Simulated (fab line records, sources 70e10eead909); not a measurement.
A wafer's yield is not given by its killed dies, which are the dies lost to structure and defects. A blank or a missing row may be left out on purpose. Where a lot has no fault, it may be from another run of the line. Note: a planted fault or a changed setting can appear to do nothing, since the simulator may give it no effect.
Chamber matching -- flow nand harc -- pecvd-02 running NHARC_A_STAIRCASE_DEP_259: 3 sister chambers
The step deposits SiON, target thk 30 nm. 3 wafers are shown with their chamber, then 8 later ones without.

WAFERS PAIRED WITH THEIR CHAMBERS
wafer,chamber,heater power w (W)
L090.1,2,784
L090.5,1,600
L093.1,0,722

WAFERS WITH NO CHAMBER GIVEN
wafer,heater power w (W)
L093.3,680
L093.4,678
L097.1,740
L097.2,608
L097.3,701
L097.4,704
L097.5,746
L097.6,606

WHICH CHAMBER EACH ONE RAN IN
wafer,from the rows above,in truth
L093.3,can't be placed: 0 or 1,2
L093.4,can't be placed: 0 or 1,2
L097.1,can't be placed: 0 or 2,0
L097.2,1,1
L097.3,0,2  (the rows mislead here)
L097.4,0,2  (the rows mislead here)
L097.5,can't be placed: 0 or 2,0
L097.6,1,1
2 of 8 placed correctly. Unplaceable from these rows: 4, with the true chamber sitting among the candidates in 2. 2 placed wrongly.
How it was worked out, from the rows above alone: a wafer's distance from a chamber is the root of the sum, over the readings, of the square of ((its reading less the chamber's mean) divided by the reading's scatter). If the next closest chamber is less than 2 further off than the closest, the wafer can't be placed; otherwise it belongs to the closest. The mean given for a chamber averages the wafers shown for that chamber. The scatter (one wafer shown for each chamber): square how far every hidden wafer sits from the nearest shown wafer, average those squares and take the square root.
